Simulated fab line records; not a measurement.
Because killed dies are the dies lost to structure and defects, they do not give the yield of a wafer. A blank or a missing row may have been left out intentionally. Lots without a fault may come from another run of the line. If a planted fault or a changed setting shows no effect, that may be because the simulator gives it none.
fab line records / flow n5_finfet
record lots=5 wafers=12 last_day=17
route steps=1938 shown MOL_CONTACT_COAG@596 BEOL_M0_SAQP@632 BEOL_M4@1111 PASSIVATION@1936
lots with no fault: from the same line, run without faults
start_h: hours from the record's first day to the start of the lot's first wafer shown / wait_h: hours elapsed since this lot's preceding step / " the same as in the row above / L1.1+2: several wafers, shown together as one row / - no value, or no start given / * or withheld: withheld / < > ~ a bound
route shown NAME@n: names a module that has steps shown in the file, with the first one's number in the route / usual: mean/standard deviation of fault-free wafers / same: alike in all rows / chamber/n: place in a boat / sites: per-site readings / _std_site: how widely they spread, as a standard deviation / _edge_site: the outer-site mean with the inner-site mean subtracted / radius_mm: how far each site lies from the wafer's centre / mask NAME#n: copy n / behind: the last tool/chamber to shape the wafer / hold: reason for holding the lot/hours on hold/outcome of the hold / device: the n, p or np transistor that did not switch / end of line: tests run on the same wafers once the route is complete / a step given without rows: its recipe and nothing more / killed: the dies lost at the first sort to structure and to defects; this is not the yield of the wafer / map: dies across one wafer; x = killed, . = not, _ = none there
set.NAME: the setting as run; set.NAME@STEP: as run at that earlier step / model.NAME: the simulator's own value behind a step, which no gauge read
certain route steps with their lots: each step a table, each wafer a row
services: from which hour (start_h, from the record's first day; less than 0 if before it) a tool's chamber was out of use, for how many hours, and why
## steps
# step N5_MOL_CONTACT_COAG_COAT_34
# recipe resist=CAR-EUV spin_rpm=1500 resist_thk_nm=40
# step N5_MOL_CONTACT_COAG_EBR_36
# recipe solvent=PGMEA ebr_width_mm=1.5
# step N5_MOL_CONTACT_COAG_SOFTBAKE_35
# recipe temp_c=110 time_s=60 resist=CAR-EUV
# step N5_MOL_CONTACT_COAG_EXPOSE_37
# recipe mask_id=VD na=0.33 source_shape=annular sigma_inner=0.3 sigma_outer=0.7 polarization=unpolarized defocus_nm=0 dose_mj=62
# step N5_MOL_CONTACT_COAG_PEB_38
# recipe peb_temp_c=100 peb_time_s=60 resist=CAR-EUV
# step N5_MOL_CONTACT_COAG_DEVELOP_39
# recipe develop_time_s=30 developer=TMAH resist=CAR-EUV rinse_liquid=surfactant_rinse dry=air_spin dev_temp_c=23
# step N5_MOL_CONTACT_COAG_DESCUM_45
# recipe chemistry=O2 time_s=7 source_power_w=50 bias_power_w=20 pressure_mtorr=20 rf_frequency_hz=2.712e+07 temp_c=40 resist=CAR-EUV o2_flow_sccm=225
# step N5_MOL_CONTACT_COAG_ETCH_65
# recipe chemistry=N2/H2 target=underlayer target_depth_a=130 mask_material=CAR-EUV time_s=10.4 ion_energy_ev=200 pressure_mtorr=30 source_w=840 bias_w=150 n2_flow_sccm=200 h2_flow_sccm=200 ends=cleared
# step N5_MOL_CONTACT_COAG_ETCH_66
# recipe chemistry=CF4 target=SiARC target_depth_a=130 mask_material=CAR-EUV time_s=21.7 ion_energy_ev=80 pressure_mtorr=40 source_w=545 bias_w=36 Ar_flow_sccm=100 cf4_flow_sccm=100 ends=cleared
# step N5_MOL_CONTACT_COAG_ALD_133
# recipe material=SiO2 target_thk_a=50 temp_c=100 ald_precursor_family=BDEAS ald_co_reactant=O2-plasma pulse_time_s=1 co_reactant_pulse_time_s=1 purge_time_s=2 co_reactant_purge_time_s=2 ald_cycles=35 pressure_torr=2
# usual ald_cycles=35/0 chamber_pressure_Torr=2.000/0.0044 heater_power_w=80/5.3 precursor_pulse_height_rel=1.002/0.019
# same co_reactant_purge_time_s=2 pulse_time_s=1
lot.wafer=L756.1 tool=ald_sin-04 chamber=1 start_h=120.13 wait_h=0.7 ald_cycles=35 chamber_pressure_Torr=2.004 heater_power_w=90 precursor_pulse_height_rel=0.989 model.SiO2_of_MOL_CONTACT_COAG_ALD_133.thk_nm=5
lot.wafer=L756.2 tool=ald_sin-04 chamber=0 start_h=120.13 wait_h=0.7 ald_cycles=35 chamber_pressure_Torr=1.989 heater_power_w=78 precursor_pulse_height_rel=1.027 model.SiO2_of_MOL_CONTACT_COAG_ALD_133.thk_nm=5
lot.wafer=L756.5 tool=ald_sin-04 chamber=2 start_h=120.13 wait_h=0.7 ald_cycles=35 chamber_pressure_Torr=1.999 heater_power_w=83 precursor_pulse_height_rel=0.966 model.SiO2_of_MOL_CONTACT_COAG_ALD_133.thk_nm=5
lot.wafer=L769.2 tool=ald_sin-04 chamber=3 start_h=193.36 wait_h=0.2 ald_cycles=49 chamber_pressure_Torr=2.006 heater_power_w=77 precursor_pulse_height_rel=0.999 model.SiO2_of_MOL_CONTACT_COAG_ALD_133.thk_nm=7
lot.wafer=L769.4 tool=ald_sin-04 chamber=2 start_h=193.36 wait_h=0.2 ald_cycles=35 chamber_pressure_Torr=1.999 heater_power_w=82 precursor_pulse_height_rel=0.989 model.SiO2_of_MOL_CONTACT_COAG_ALD_133.thk_nm=5
lot.wafer=L770.4 tool=ald_sin-04 chamber=3 start_h=199.95 wait_h=0.1 ald_cycles=35 chamber_pressure_Torr=1.996 heater_power_w=77 precursor_pulse_height_rel=0.989 model.SiO2_of_MOL_CONTACT_COAG_ALD_133.thk_nm=5
lot.wafer=L770.5 tool=ald_sin-04 chamber=0 start_h=199.95 wait_h=0.1 ald_cycles=49 chamber_pressure_Torr=2.001 heater_power_w=76 precursor_pulse_height_rel=1.007 model.SiO2_of_MOL_CONTACT_COAG_ALD_133.thk_nm=7
lot.wafer=L773.3 tool=ald_sin-04 chamber=1 start_h=216.05 wait_h=0.1 ald_cycles=35 chamber_pressure_Torr=2.007 heater_power_w=90 precursor_pulse_height_rel=0.970 model.SiO2_of_MOL_CONTACT_COAG_ALD_133.thk_nm=5
lot.wafer=L773.5 tool=ald_sin-04 chamber=3 start_h=216.05 wait_h=0.1 ald_cycles=49 chamber_pressure_Torr=2.000 heater_power_w=77 precursor_pulse_height_rel=1.006 model.SiO2_of_MOL_CONTACT_COAG_ALD_133.thk_nm=7
lot.wafer=L775.4 tool=ald_sin-03 chamber=3 start_h=232.72 wait_h=0.1 ald_cycles=35 chamber_pressure_Torr=1.997 heater_power_w=82 precursor_pulse_height_rel=0.995 model.SiO2_of_MOL_CONTACT_COAG_ALD_133.thk_nm=5
lot.wafer=L775.5 tool=ald_sin-03 chamber=2 start_h=232.72 wait_h=0.1 ald_cycles=35 chamber_pressure_Torr=1.997 heater_power_w=85 precursor_pulse_height_rel=1.013 model.SiO2_of_MOL_CONTACT_COAG_ALD_133.thk_nm=5
lot.wafer=L775.6 tool=ald_sin-03 chamber=3 start_h=232.72 wait_h=0.1 ald_cycles=35 chamber_pressure_Torr=2.002 heater_power_w=81 precursor_pulse_height_rel=1.003 model.SiO2_of_MOL_CONTACT_COAG_ALD_133.thk_nm=5
# step N5_MOL_CONTACT_COAG_ETCHBACK_134
# recipe chemistry=CHF3 target=SiO2 target_depth_a=100 time_s=6.7 ion_energy_ev=200 pressure_mtorr=30 source_w=610 bias_w=170 Ar_flow_sccm=200 CHF3_flow_sccm=50
# step N5_MOL_CONTACT_COAG_ETCH_67
# recipe chemistry=N2/H2 target=SOC target_depth_a=600 overetch_a=210 mask_material=SiARC temp_c=40 time_s=101.2 ion_energy_ev=200 pressure_mtorr=30 source_w=840 bias_w=150 n2_flow_sccm=200 h2_flow_sccm=200
# step N5_MOL_CONTACT_COAG_STRIP_68
# recipe chemistry=N2/H2 temp_c=40 n2_flow_sccm=200 h2_flow_sccm=200 rf_frequency_hz=6e+07
# step N5_MOL_CONTACT_COAG_STRIP_69
# recipe chemistry=N2/H2 temp_c=40 n2_flow_sccm=200 h2_flow_sccm=200 rf_frequency_hz=6e+07
# step N5_MOL_CONTACT_COAG_ETCHBACK_136
# recipe chemistry=CHF3 target=SiO2 target_depth_a=250 time_s=16.7 ion_energy_ev=200 pressure_mtorr=30 source_w=610 bias_w=170 Ar_flow_sccm=200 CHF3_flow_sccm=50
# step N5_MOL_CONTACT_COAG_STRIP_120
# recipe chemistry=CHF3 resist=SiARC rf_frequency_hz=6e+07
# step N5_MOL_CONTACT_COAG_VIA_ETCH_117
# recipe chemistry=C4F6/O2 target_depth_a=400 overetch_a=80 mask_material=SOC target=SiO2 bias_w=455 pressure_mtorr=10 time_s=26 source_w=325 Ar_flow_sccm=300 C4F6_flow_sccm=10 O2_flow_sccm=10 ion_energy_ev=575.3 ends=end_point
# step N5_MOL_CONTACT_COAG_ETCH_124
# recipe chemistry=CH3F/O2 target=SiNx target_depth_a=65 mask_material=SOC stop_on=SiOC over_etch_frac=0.3 ion_energy_ev=120 pressure_mtorr=30 source_w=395 bias_w=73 Ar_flow_sccm=150 CH3F_flow_sccm=30 O2_flow_sccm=20 ends=end_point
# step N5_MOL_CONTACT_COAG_ETCH_48
# recipe chemistry=C4F6/O2 target_depth_a=150 overetch_a=45 mask_material=SOC target=SiOC bias_w=465 pressure_mtorr=10 time_s=17 source_w=335 Ar_flow_sccm=300 C4F6_flow_sccm=10 O2_flow_sccm=10 ion_energy_ev=576
# step N5_MOL_CONTACT_COAG_STRIP_72
# recipe chemistry=N2/H2 power_w=450 temp_c=40 pressure_mtorr=20 rf_frequency_hz=6e+07 overash_fraction=3 bias_power_w=7 h2_frac=0.5 n2_flow_sccm=200 h2_flow_sccm=200
# step N5_MOL_CONTACT_COAG_STRIP_49
# recipe chemistry=N2/H2 time_s=30 power_w=1000 temp_c=250 pressure_mtorr=withheld n2_flow_sccm=1750 h2_flow_sccm=3250
# step N5_MOL_CONTACT_COAG_PRECLEAN_138
# recipe chemistry=alkaline_clean temp_c=60 time_s=60 do_ppb=50
# step N5_MOL_CONTACT_COAG_SRD_139
# recipe dry=ipa_marangoni time_s=30 temp_c=23 rinse_liquid=diw
# step N5_MOL_CONTACT_COAG_PRE_CLEAN_121
# recipe gas=H2/He time_s=* temp_c=withheld
# step N5_MOL_CONTACT_COAG_CVD_140
# recipe material=W target_thk_a=665 mode=selective_fill temp_c=300 time_s=215
# step N5_MOL_CONTACT_COAG_PRECLEAN_127
# recipe chemistry=DIW time_s=57.5 temp_c=23
# step N5_MOL_CONTACT_COAG_SRD_128
# recipe dry_time_s=32 dry=n2_spin spin_rpm=1500
# step N5_MOL_CONTACT_COAG_CMP_52
# recipe stop_on=SiO2 t_overpolish_s=1.5 post_cmp_clean=w_dilute_nh4oh down_force_psi=4 platen_rpm=50.289 pad_velocity_m_s=1.0006 target_thk_nm=66.5
# step N5_MOL_CONTACT_COAG_ANNEAL_112
# recipe temp_c=400 time_s=1800 ambient=HPD2 pressure_atm=10
# step N5_BEOL_M0_SAQP_PECVD_00
# recipe material=SiCN target_thk_a=80 temp_c=withheld precursor=3MS/NH3 pressure_torr=3 rf_w=202 time_s=14
# step N5_BEOL_M0_SAQP_ILD_DEP_01
# recipe material=SiOC target_thk_a=454.19 temp_c=350 precursor=DEMS/O2 pressure_torr=5 rf_w=500 time_s=8.7
# step N5_BEOL_M0_SAQP_HM_DEP_02
# recipe material=TiN target_thk_a=120 temp_c=25 chamber_pressure_pa=0.49996
# step N5_BEOL_M0_SAQP_PECVD_03
# recipe material=SiCN target_thk_a=120 temp_c=withheld precursor=3MS/NH3 pressure_torr=3 rf_w=202 time_s=21.1
# step N5_BEOL_M0_SAQP_PECVD_96
# recipe material=a-Si target_thk_a=450 temp_c=350 precursor=SiH4/He pressure_torr=3 rf_w=100 time_s=45.2
# step N5_BEOL_M0_SAQP_PECVD_97
# recipe material=SiNx target_thk_a=230 temp_c=350 precursor=SiH4/NH3/N2 pressure_torr=1.5 rf_w=300 time_s=19.9
# step N5_BEOL_M4_RC_MEAS_101
# usual DIBL_N=36.0/2.2 DIBL_P=35.9/2.6 IOFF_N=0.16/0.038 IOFF_P=0.21/0.042 ION_N=675/15 ION_P=463/10 SS_N=71.5/0.62 SS_P=73.2/0.76 VT_N=250/4.1 VT_P=-251/3.6
lot.wafer=L756.1 tool=prober-02 chamber=0 start_h=194.10 wait_h=0.0 DIBL_N[mV/V]=33.9 DIBL_P[mV/V]=33.8 IOFF_N[nA/um]=0.12 IOFF_P[nA/um]=0.14 ION_N[uA/um]=668 ION_P[uA/um]=453 SS_N[mV/dec]=71.6 SS_P[mV/dec]=72.6 VT_N[mV]=255 VT_P[mV]=-257
lot.wafer=L756.2 tool=prober-02 chamber=0 start_h=194.10 wait_h=0.0 DIBL_N[mV/V]=33.6 DIBL_P[mV/V]=33.6 IOFF_N[nA/um]=0.12 IOFF_P[nA/um]=0.15 ION_N[uA/um]=665 ION_P[uA/um]=455 SS_N[mV/dec]=71.1 SS_P[mV/dec]=73.0 VT_N[mV]=252 VT_P[mV]=-255
lot.wafer=L756.5 tool=prober-02 chamber=0 start_h=194.10 wait_h=0.0 DIBL_N[mV/V]=33.2 DIBL_P[mV/V]=33.9 IOFF_N[nA/um]=0.11 IOFF_P[nA/um]=0.14 ION_N[uA/um]=657 ION_P[uA/um]=457 SS_N[mV/dec]=71.0 SS_P[mV/dec]=72.8 VT_N[mV]=254 VT_P[mV]=-258
lot.wafer=L769.4 tool=prober-01 chamber=0 start_h=262.55 wait_h=0.5 DIBL_N[mV/V]=37.8 DIBL_P[mV/V]=40.2 IOFF_N[nA/um]=0.24 IOFF_P[nA/um]=0.28 ION_N[uA/um]=723 ION_P[uA/um]=484 SS_N[mV/dec]=72.0 SS_P[mV/dec]=74.1 VT_N[mV]=239 VT_P[mV]=-247
lot.wafer=L770.4 tool=prober-02 chamber=0 start_h=267.40 wait_h=0.5 DIBL_N[mV/V]=40.7 DIBL_P[mV/V]=42.4 IOFF_N[nA/um]=0.25 IOFF_P[nA/um]=0.32 ION_N[uA/um]=700 ION_P[uA/um]=477 SS_N[mV/dec]=72.1 SS_P[mV/dec]=74.5 VT_N[mV]=241 VT_P[mV]=-245
lot.wafer=L773.3 tool=prober-02 chamber=0 start_h=293.88 wait_h=0.3 DIBL_N[mV/V]=35.8 DIBL_P[mV/V]=36.7 IOFF_N[nA/um]=0.17 IOFF_P[nA/um]=0.21 ION_N[uA/um]=692 ION_P[uA/um]=470 SS_N[mV/dec]=71.0 SS_P[mV/dec]=73.0 VT_N[mV]=248 VT_P[mV]=-250
lot.wafer=L775.4 tool=prober-01 chamber=0 start_h=306.72 wait_h=0.5 DIBL_N[mV/V]=37.9 DIBL_P[mV/V]=38.4 IOFF_N[nA/um]=0.21 IOFF_P[nA/um]=0.23 ION_N[uA/um]=669 ION_P[uA/um]=453 SS_N[mV/dec]=72.2 SS_P[mV/dec]=73.3 VT_N[mV]=249 VT_P[mV]=-252
lot.wafer=L775.5 tool=prober-01 chamber=0 start_h=306.72 wait_h=0.5 DIBL_N[mV/V]=36.3 DIBL_P[mV/V]=37.6 IOFF_N[nA/um]=0.18 IOFF_P[nA/um]=0.21 ION_N[uA/um]=688 ION_P[uA/um]=463 SS_N[mV/dec]=72.1 SS_P[mV/dec]=73.5 VT_N[mV]=246 VT_P[mV]=-251
lot.wafer=L775.6 tool=prober-01 chamber=0 start_h=306.72 wait_h=0.5 DIBL_N[mV/V]=37.7 DIBL_P[mV/V]=40.2 IOFF_N[nA/um]=0.20 IOFF_P[nA/um]=0.26 ION_N[uA/um]=677 ION_P[uA/um]=461 SS_N[mV/dec]=72.3 SS_P[mV/dec]=74.5 VT_N[mV]=246 VT_P[mV]=-250
# step N5_PASSIVATION_PROBE_49
# usual defect_limited_yield=91.4/1.6 killed_at_M0_to_M3=35/10 killed_at_M4_up=12/4.7 killed_at_contacts=12/5.8 killed_at_front_end=38/12 killed_at_other=4/3.2 killed_dies=102/18 killed_on_rim=13/4.2 killed_open=68/14 killed_short=32/8 sort_bin_5_function=5.1/0.96 sort_bin_6_memory=3.2/0.77 sort_n_pass=1078/20 sort_yield_pct=91.3/1.7
# same gross_dies=1180 killed_at_back_side=0 sort_bin_4_leakage[%]=0 sort_bin_8_speed[%]=0
lot.wafer=L769.2 tool=prober-02 chamber=- start_h=370.31 wait_h=0.1 defect_limited_yield[%]=0.8 killed_at_M0_to_M3=30 killed_at_M4_up=14 killed_at_contacts=1085 killed_at_front_end=35 killed_at_other=6 killed_dies=1170 killed_on_rim=152 killed_open=77 killed_short=29 sort_bin_5_function[%]=95.3 sort_bin_6_memory[%]=3.7 sort_n_pass=10 sort_yield_pct[%]=0.8
lot.wafer=L770.5 tool=prober-01 chamber=- start_h=374.14 wait_h=0.2 defect_limited_yield[%]=0.7 killed_at_M0_to_M3=57 killed_at_M4_up=16 killed_at_contacts=1066 killed_at_front_end=31 killed_at_other=2 killed_dies=1172 killed_on_rim=152 killed_open=69 killed_short=44 sort_bin_5_function[%]=94.9 sort_bin_6_memory[%]=4.0 sort_n_pass=8 sort_yield_pct[%]=0.7
lot.wafer=L773.5 tool=prober-01 chamber=- start_h=394.50 wait_h=0.2 defect_limited_yield[%]=1.4 killed_at_M0_to_M3=21 killed_at_M4_up=15 killed_at_contacts=1067 killed_at_front_end=51 killed_at_other=10 killed_dies=1164 killed_on_rim=150 killed_open=73 killed_short=30 sort_bin_5_function[%]=94.9 sort_bin_6_memory[%]=3.6 sort_n_pass=16 sort_yield_pct[%]=1.4
# killed by level:class
L769.2 MOL_CONTACT_COAG:area_ald=1064 MOL_CONTACT_COAG:geometric_particle:open=17 FIN_SAQP:geometric_particle:open=9 BEOL_M4:geometric_particle:open=9 STI_FIN_REVEAL:geometric_particle:open=7 BEOL_M0_SAQP:geometric_particle:open=7 BEOL_M3:geometric_particle:open=6 FIN_SAQP:geometric_particle:short=5
L770.5 MOL_CONTACT_COAG:area_ald=1059 BEOL_M0_SAQP:geometric_particle:open=12 BEOL_M0_SAQP:geometric_particle:short=12 BEOL_M1:geometric_particle:open=11 FIN_SAQP:geometric_particle:open=6 BEOL_M2:geometric_particle:open=6 FIN_SAQP:geometric_particle:short=5 BEOL_M1:geometric_particle:short=5
L773.5 MOL_CONTACT_COAG:area_ald=1061 STI_FIN_REVEAL:geometric_particle:open=14 FIN_SAQP:geometric_particle:short=7 DUMMY_GATE:geometric_particle:open=7 MOL_CONTACT_COAG:geometric_particle:open=6 BEOL_M4:geometric_particle:open=6 BEOL_M3:geometric_particle:open=5 BEOL_M0_SAQP:geometric_particle:short=5
# map L769.2 (x killed, . not)
_________________xxxxxxxxxxxx________________
______________xxxxxxxxxxxxxxxxxx_____________
___________xxxxxxxxxxxxxxxxxxxxxxxx__________
__________xxxxxxxxxxxxxxxxxxxxxxxxxx_________
________xxxxxxxxxxxxxxxxxxxxxxxxxxxxxx_______
_______xxxxxxxxxxxxxxxxxxxxxxxxxxxxxxxx______
______xxxxxxxxxxxxxxxxxxxxxxxxxxxxxxxxxx_____
_____xxxxxxxxxxxxxxxxxxxxxxxxxxxxxxxxxxxx____
____xxxxxxxxxxxxxxxxxxxxxxxxxxxxxxxx.xxxxx___
___xxxxxxxxxxxxxxxxxxxxxxxxxxxxxxxxxxxxxxxx__
___xxxxxxxxxxxx.xxxxxxxxxxxxxxxxxxxxxxxxxxx__
__xxxxxxxx.xxxxxxxxxxxxxxxxxxxxxxxxxxxxxxxxx_
__xxxxxxxxxxxxxxxxxxxxxxxxx.xxxxxxxxxxxxxxxx_
_xxxxxxxxxxxxxxxxxxxxxxxxxxxxxxxxxxxxxxxxxxxx
_xxxxxxxxxxxxxxxxxxxxxxxxxxxxxxxxxxxxxxxxxxxx
_xxx.xxxxxxxxxxxxxxxxxxxxxxxxxxxxxxxxxxxxxxxx
_xxxxxxxxxxxxxxxxxxxxxxxxxxxxxxxxxxxxxxxxxxxx
_xxxxxxxxxxxxxxxxxxxxxxxxxxxxxxxxxxxxxxxxxxxx
_xxxxxxxxxxxxxxxxxxxxxxxxxxxxxxxxxxxxxxxxxxxx
_xxxxxxxxxxxxxxxxxxxxxxxxxxxxxxxxxxxxxxxxxxxx
_xxxxxxxxxxxxxxxxxxxxxxxxxxxxxxxxxxxxxxxxxxxx
__xxxxxxxxx.xxxxxxxxxxxxxxxxxxxxxxxxxxxxxxxx_
__xxxxxxxxx.xxxxxxxxxxxxxxxxxxxxxxxxxxxxxxxx_
___xxxxxxxxxxxxxxxxxxxxxxxxxxxxxxxxxxxxxxxx__
___xxxxxxxxxxxxxxxxxxxxxxxxxxxxx.xxxxxxxxxx__
____xxxxxxxxxxxxxxxxxxxxxxxxxxxxxxxxxxxxxx___
_____xxxxxxxxxxxxxxxxxxxxxxxxxxxxxxx.xxxx____
______xxxxxxxxxxxxxxxxxxxxxxxxxxxxxxxxxx_____
_______xxxxxxxxxxxxxxxxxx.xxxxxxxxxxxxx______
________xxxxxxxxxxxxxxxxxxxxxxxxxxxxxx_______
__________xxxxxxxxxxxxxxxxxxxxxxxxxx_________
___________xxxxxxxxxxxxxxxxxxxxxxxx__________
______________xxxxxxxxxxxxxxxxxx_____________
_________________xxxxxxxxxxxx________________
# map L770.5 (x killed, . not)
_________________xxxxxxxxxxxx________________
______________xxxxxxxxxxxxxxxxxx_____________
___________xxxxxxxxxxxxxxxxxxxxxxxx__________
__________xxxxxxxxxxxxxxxxxxxxxxxxxx_________
________xxxxxxxxxxxxxxxxxxxxxxxxxxxxxx_______
_______xxxxxxxxxxxxxxxxxxxxxxxxxxxxxxxx______
______xxxxxxxxx.xxxxxxxxxxxxxxxxxxxxxxxx_____
_____xxxxxxxxxxxxxxxxxxxxxxxxxxxxxxxxxxxx____
____xxxxxxxxxxxxxxxxxxxxxxxxxxxxxxxxxxxxxx___
___xxxxxxxxxxxxxxxxxxxxxxxxxxxxxxxxxxxxxxxx__
___xxxxxxxxxxxxxxxxxxxxxxxxxxxxxxxxxxxxxxxx__
__xxxxxxxxxxxxxxxxxxxxxxxxxxxxxxxxxxxxxxxxxx_
__xxxxxxxxxxxxxxxxxxxxxxxxxxxxxxxxxxxxxxxxxx_
_xxxxxxxxxxxxxxxx.xxxxxxxxxxxxxxxxxxxxxxxxxxx
_xxxxxxxxxxxxxxxxxxxxxxxxxxxxxxxxx.xxxxxxxxxx
_xxxxxx.xxxxxxxx.xxxxx.xxxxxxxxxxxxxxxxxxxxxx
_xxxxxxxxxxxxxxxxxxxxxxxxxxxxxxxxxxxxxxxxxxxx
_xxxxxxxxxxxxxxxxxxxxxxxxxxxxxxxxxxxxxxxxxxxx
_x.xxxxxxxxxxxxxxxxxxxxxxxxxxxxxxxxxxxxxxxxxx
_xxxxxxxxxxxxxxxxxxxxxxxxxxxxxxxxxxxxxxxxxxxx
_xxxxxxxxxxxxxxxxxxxxxxxxxxxxxxxxxxxxxxxxxxxx
__xxxxxxxxxxxxxxxxxxxxxxxxxxxxxxxxxxxxxxxxxx_
__xxxxxxxxxxxxxxxxxxxxxxxxxxxxxxxxxxxxxxxxxx_
___xxxxxxxxxxxxxxxxxxxxxxxxxxxxxxxxxxxxxxxx__
___xxxxxxxxxxxxxxxxxxxxxxxxxxxxxxxxxxxxxxxx__
____xxxxxxxxxxxxxxxxxxxxxxxxxxxxxxxxxxxxxx___
_____xxxxxxxxxxxxxxxxxxxxxxxxxxxxxxxxxxxx____
______xxxxxxxxxxxxxxxxxxxxxxxxxxxxxxxxxx_____
_______xxxxxxxxxxxxxxxxxxxxxxxxxxxxxxxx______
________xxxxxxxxxxxxxxxxxxxxxxxxxxxxxx_______
__________xxxxx.xxxxxxxxxxxxxxxxxxxx_________
___________xxxxxxxxxxxxxxxxxxxxxxxx__________
______________xxxxxxxxxxxxxxxxxx_____________
_________________xxxxxxxxxxxx________________
## services
tool=ald_sin-03 chamber=0 start_h=99.25 hours=- kind=clean
tool=ald_sin-03 chamber=1 start_h=99.25 hours=- kind=clean
tool=ald_sin-03 chamber=2 start_h=99.25 hours=- kind=clean
tool=ald_sin-03 chamber=3 start_h=99.25 hours=- kind=clean
tool=ald_sin-04 chamber=3 start_h=102.77 hours=18.7 kind=repair
tool=ald_sin-04 chamber=1 start_h=226.54 hours=1.7 kind=repair
tool=ald_sin-04 chamber=3 start_h=231.17 hours=16.1 kind=repair
## key
first_sign step=N5_MOL_CONTACT_COAG_ALD_133 reading=ald_cycles direction=up sigmas=99+ usual=* struck=*
effect step=N5_PASSIVATION_PROBE_49 reading=killed_at_contacts direction=up sigmas=99+ usual=12 struck=1073
model_effect step=N5_MOL_CONTACT_COAG_ALD_133 value=SiO2_of_MOL_CONTACT_COAG_ALD_133.thk_nm without=5 struck=7
more_kills_born_at N5_MOL_CONTACT_COAG_ALD_133@ald_sin-04=3184
met_at N5_MOL_CONTACT_COAG_ALD_133
struck_wafers L769.2,L770.5,L773.5
later_rows_left_out L769.2,L770.5,L773.5
onset_between 120.13 193.36
fault kind=process_parameter_drift tool=ald_sin-04 chamber=- onset_h=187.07 steps=N5_MOL_CONTACT_COAG_ALD_133 channel=ald_cycles offset=* shape=step end_h=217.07 scope=struck_wafers_only acts_in=* stated=*
# later_rows_left_out: the simulator's readings of these wafers behind a module that went badly wrong aren't trusted and aren't shown, but for the sort
